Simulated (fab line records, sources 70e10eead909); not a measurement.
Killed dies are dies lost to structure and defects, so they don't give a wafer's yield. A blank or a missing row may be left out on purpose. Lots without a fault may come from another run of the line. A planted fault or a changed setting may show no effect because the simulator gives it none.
fab line records | flow nand_harc | part 2 of 2: steps 5 to 6 of 6
record lots=23 wafers=69 last_day=26
route steps=1159 shown P_BONDPAD@381 A_STAIRCASE@557 A_SGD_CUT@759
lots that met no fault: from a run of the same line without faults
start_h: hours from the record's first day to the start of the lot's first wafer shown | wait_h: hours since the lot's step before | " the same as in the row above | L1.1+2: a row that stands for several wafers | - no value, or no start given | * or withheld: withheld | < > ~ a bound
route shown NAME@n: a module of which the file shows steps, and the number in the route of the first | usual: mean/standard deviation of fault-free wafers | same: alike in all rows | chamber/n: place in a boat | sites: the reading at each site | _std_site: their standard deviation | _edge_site: outer sites' mean less inner sites' | radius_mm: how far each site lies from the wafer's centre | mask NAME#n: copy n | behind: the tool/chamber that last shaped the wafer | hold: why the lot was held/for how many hours/how that ended | device: the transistor (n, p or np) that didn't switch | end of line: the same wafers' tests at the end of the route | a step without rows: its recipe alone | killed: dies lost to structure and defects at the first sort, not the wafer's yield | map: a wafer's dies, x killed, . not, _ none there
set.NAME: the setting as run; set.NAME@STEP: as run at that earlier step | model.NAME: the simulator's own value behind a step, which no gauge read
steps of the route over a sample of lots; a table a step, a row a wafer
services: from which hour (start_h, from the record's first day; less than 0 if before it) a tool's chamber was out of use, for how many hours, and why
## steps
# step NHARC_A_STAIRCASE_DESCUM_443
# recipe time_s=3 o2_flow_sccm=200 ar_flow_sccm=0 bias_power_w=0 chemistry=O2
# usual drypump_motor_current_A=5.9/0.45 oes_product_au=1.007/0.012 rf_vpp_V=58.0/0.89 showerhead_plenum_p_Torr=1.95/0.07 throttle_valve_pct=11.311/0.0097
# same time_s=3
# columns lot.wafer tool chamber start_h wait_h drypump_motor_current_A oes_product_au rf_hours_counter_h rf_vpp_V showerhead_plenum_p_Torr throttle_valve_pct
L074.3 rie_diel-11 2 304.50 - 5.5 1.016 38 57.8 1.77 11.321
L074.1 " 0 " " 5.8 1.008 38 58.0 1.94 11.297
L074.6 " 1 " " 5.5 0.998 - 57.9 2.00 11.326
L075.3 rie_diel-12 0 308.93 - 5.7 1.024 36 57.1 1.90 11.320
L075.4 " 2 " " 6.2 0.990 31 58.5 2.01 11.303
L075.5 " 3 " " 6.0 1.012 - 58.2 1.97 11.305
L076.1 rie_diel-07 1 309.08 - 4.8 1.012 26 58.8 1.86 11.311
L076.3 " 3 " " 5.5 1.007 24 56.8 2.05 11.314
L076.6 " 2 " " 5.9 1.003 - 57.8 2.00 11.317
L078.3 rie_diel-07 3 321.70 - 5.6 0.990 28 58.1 2.05 11.307
L078.1 " 1 " " 4.7 0.998 31 57.6 1.85 11.309
L078.5 " 3 " " 5.6 1.002 - 58.3 2.05 11.313
L077.3 rie_diel-11 3 321.93 - 6.6 1.001 44 58.1 1.96 11.298
L077.5 " 0 " " 5.8 1.009 - 58.5 1.93 11.315
L077.6 " 1 " " 5.5 0.972 - 59.0 2.00 11.313
L079.2 rie_diel-11 1 326.59 - 5.5 0.970 49 58.2 2.00 11.331
L079.3 " 2 " " 5.5 1.011 50 57.2 1.77 11.306
L079.4 " 3 " " 6.6 0.998 46 58.0 1.96 11.310
L082.3 rie_diel-07 0 351.18 - 6.7 1.001 41 57.8 1.84 11.309
L082.6 " 1 " " 4.8 1.016 - 57.0 1.85 11.309
L082.5 " 2 " " 6.0 1.011 - 57.6 2.00 11.324
L080.4 rie_diel-12 3 358.27 - 6.0 0.997 49 58.3 1.96 11.322
L080.1 " 1 " " 5.9 1.018 51 56.4 1.97 11.306
L080.5 " 2 " " 6.2 0.988 - 59.0 2.01 11.303
L081.4 rie_diel-12 1 367.33 - 5.9 1.013 56 58.3 1.96 11.312
L081.6 " 0 " " 5.7 1.013 - 57.3 1.89 11.301
L081.5 " 1 " " 5.9 1.013 - 57.4 1.96 11.288
L084.3 rie_diel-07 3 367.55 - 5.6 0.997 44 59.2 2.04 11.299
L084.1 " 0 " " 6.7 1.000 48 56.2 1.84 11.310
L084.6 " 1 " " 4.7 1.014 - 58.3 1.85 11.312
L085.3 rie_diel-11 1 376.15 - 5.5 0.989 0 58.6 1.99 11.311
L085.4 " 2 " " 5.5 1.009 0 59.3 2.08 11.317
L085.6 " 0 " " 5.8 1.002 - 56.4 1.93 11.313
L086.3 rie_diel-07 1 376.17 - 4.8 0.997 55 57.9 1.85 11.318
L086.2 " 0 " " 6.6 0.991 54 59.1 1.83 11.301
L086.4 " 2 " " 6.0 1.004 - 58.7 2.00 11.314
L087.3 rie_diel-12 1 376.33 - 5.9 1.018 60 58.4 1.96 11.320
L087.1 " 0 " " 5.8 1.009 62 57.5 1.89 11.302
L087.5 " 1 " " 5.9 1.012 - 57.3 1.96 11.323
L088.2 rie_diel-11 0 389.82 - 5.8 1.001 8 58.4 1.93 11.303
L088.1 " 1 " " 5.5 0.984 8 57.6 1.99 11.329
L088.6 " 3 " " 6.6 1.012 - 58.3 1.95 11.296
L089.2 rie_diel-12 1 389.98 - 5.9 1.012 0 58.8 1.96 11.317
L089.1 " 2 " " 6.2 1.016 0 59.2 2.01 11.298
L089.5 " 2 " " 6.2 1.015 - 58.7 2.01 11.302
L090.1 rie_diel-11 0 397.79 - 5.8 1.003 12 55.8 1.93 11.300
L090.3 " 1 " " 5.5 0.989 12 57.4 1.99 11.325
L090.6 " 2 " " 5.5 1.017 - 59.1 2.07 11.309
L091.4 rie_diel-12 2 397.94 - 6.3 1.009 4 58.5 2.00 11.310
L091.3 " 3 " " 6.0 1.026 3 57.9 1.96 11.315
L091.5 " 3 " " 6.0 1.020 - 56.7 1.96 11.323
L094.1 rie_diel-12 1 416.11 - 5.9 1.028 13 59.2 1.96 11.317
L094.4 " 3 " " 6.0 1.013 - 59.4 1.95 11.320
L094.6 " 1 " " 5.9 1.034 - 58.8 1.96 11.310
L092.2 rie_diel-11 1 427.26 - 5.5 0.984 24 57.6 1.98 11.323
L092.3 " 0 " " 5.8 1.001 24 58.5 1.92 11.314
L092.5 " 1 " " 5.5 0.979 - 57.2 1.98 11.309
L095.1 rie_diel-12 2 427.41 - 6.2 1.010 8 58.5 2.00 11.304
L095.2 " 0 " " 5.7 1.030 15 58.5 1.88 11.309
L095.4 " 1 " " 5.9 1.028 18 59.2 1.96 11.299
L093.4 rie_diel-12 2 438.07 - 6.2 1.004 14 58.1 2.00 11.332
L093.6 " 1 " " 5.9 1.027 - 58.4 1.95 11.307
L093.5 " 2 " " 6.2 1.024 - 59.8 2.00 11.314
L096.3 rie_diel-12 2 446.35 - 6.3 1.013 18 58.6 2.00 11.317
L096.6 " 0 " " 5.7 1.021 - 55.9 1.88 11.328
L096.5 " 1 " " 5.9 1.016 - 58.1 1.95 11.321
L097.2 rie_diel-11 2 459.46 - 5.5 1.011 31 59.3 2.07 11.298
L097.1 " 3 " " 6.6 1.018 32 56.9 1.94 11.325
L097.6 " 2 " " 5.5 1.007 - 59.3 2.07 11.322
# step NHARC_A_SGD_CUT_OVL_MEAS_10
# usual overlay_x_nm=0.0/0.81 overlay_y_nm=0.0/0.58
# columns lot.wafer tool chamber start_h wait_h overlay_x_nm overlay_y_nm
L074.1 overlay-02 - 312.72 - 0.0 -0.9
L074.3 " - " " 0.4 -0.8
L074.6 " - " " 0.3 -1.3
L075.3 overlay-02 - 314.70 - 0.9 0.9
L075.4 " - " " 0.2 0.6
L075.5 " - " " 0.5 0.5
L076.1 overlay-02 - 315.09 - 0.4 -0.1
L076.3 " - " " 0.6 -0.4
L076.6 " - " " 0.6 0.0
L078.1 overlay-01 - 327.54 - -0.7 0.4
L078.3 " - " " -0.3 -0.3
L078.5 " - " " 0.3 0.2
L077.3 overlay-01 - 328.76 - -0.2 0.4
L077.5 " - " " -1.1 0.6
L077.6 " - " " -0.5 0.8
L079.2 overlay-02 - 332.55 - 0.4 0.3
L079.3 " - " " 0.1 0.8
L079.4 " - " " 0.2 -0.3
L082.3 overlay-02 - 357.07 - 1.1 -0.5
L082.5 " - " " 1.1 -0.8
L082.6 " - " " 0.5 -0.9
L080.1 overlay-01 - 364.48 - 0.6 -0.6
L080.4 " - " " 0.4 0.0
L080.5 " - " " 0.2 -0.7
L084.1 overlay-02 - 373.39 - -0.6 -0.3
L084.3 " - " " -1.2 -0.1
L084.6 " - " " -0.5 -0.3
L081.4 overlay-01 - 373.70 - -0.2 -0.3
L081.5 " - " " -0.7 0.1
L081.6 " - " " -0.6 0.3
L085.3 overlay-02 - 382.15 - -1.3 1.0
L085.4 " - " " -1.6 -0.4
L085.6 " - " " -1.3 1.4
L087.1 overlay-01 - 382.30 - 1.5 0.6
L087.3 " - " " 1.0 1.0
L087.5 " - " " 0.4 0.4
L086.2 overlay-02 - 382.58 - -0.7 -0.3
L086.3 " - " " -0.7 0.3
L086.4 " - " " -0.6 0.2
L088.1 overlay-01 - 396.35 - 0.3 0.6
L088.2 " - " " 0.3 0.6
L088.6 " - " " -0.6 1.1
L089.1 overlay-02 - 396.51 - 1.1 -0.9
L089.2 " - " " 0.6 -0.7
L089.5 " - " " 0.8 -1.3
L090.1 overlay-01 - 403.73 - -0.6 0.8
L090.3 " - " " -1.1 1.1
L090.6 " - " " -0.1 0.7
L091.3 overlay-01 - 404.19 - 1.1 0.1
L091.4 " - " " 0.1 0.1
L091.5 " - " " 0.5 0.1
L094.1 overlay-02 - 424.26 - 0.3 -0.2
L094.4 " - " " 0.1 -0.2
L094.6 " - " " 0.7 0.0
L092.2 overlay-02 - 433.20 - 1.1 -0.6
L092.3 " - " " 1.4 -0.5
L092.5 " - " " 1.3 -0.6
L095.1 overlay-02 - 433.48 - -1.5 0.5
L095.2 " - " " -0.8 0.4
L095.4 " - " " -1.0 0.3
L093.4 overlay-02 - 443.94 - -1.6 0.1
L093.5 " - " " -1.5 0.2
L093.6 " - " " -1.0 -0.1
L096.3 overlay-02 - 452.08 - 0.2 0.0
L096.5 " - " " 0.3 0.5
L096.6 " - " " 0.3 0.1
L097.1 overlay-02 - 465.76 - 0.1 -0.1
L097.2 " - " " 0.5 0.1
L097.6 " - " " 0.2 -0.3
## services
# columns tool chamber start_h hours kind
rie_diel-07 - 228.26 9.0 pm
rie_diel-12 0 236.30 - clean
rie_diel-12 1 236.30 - clean
rie_diel-12 2 236.30 - clean
rie_diel-12 3 236.30 - clean
rie_diel-12 3 258.47 5.0 repair
rie_diel-12 0 260.90 - clean
rie_diel-12 1 260.90 - clean
rie_diel-12 2 260.90 - clean
rie_diel-12 0 285.40 - clean
rie_diel-12 1 285.40 - clean
rie_diel-12 2 285.40 - clean
rie_diel-12 3 285.40 - clean
rie_diel-12 0 310.93 - clean
rie_diel-12 1 310.93 - clean
rie_diel-11 0 353.65 4.1 repair
rie_diel-11 - 366.67 9.0 pm
rie_diel-07 3 371.03 30.2 repair
rie_diel-12 - 379.45 9.0 pm
rie_diel-12 0 404.99 3.0 repair
rie_diel-07 - 405.26 9.0 pm
rie_diel-12 2 406.89 20.2 repair
rie_diel-07 2 443.45 30.7 repair
rie_diel-07 0 448.96 4.0 repair
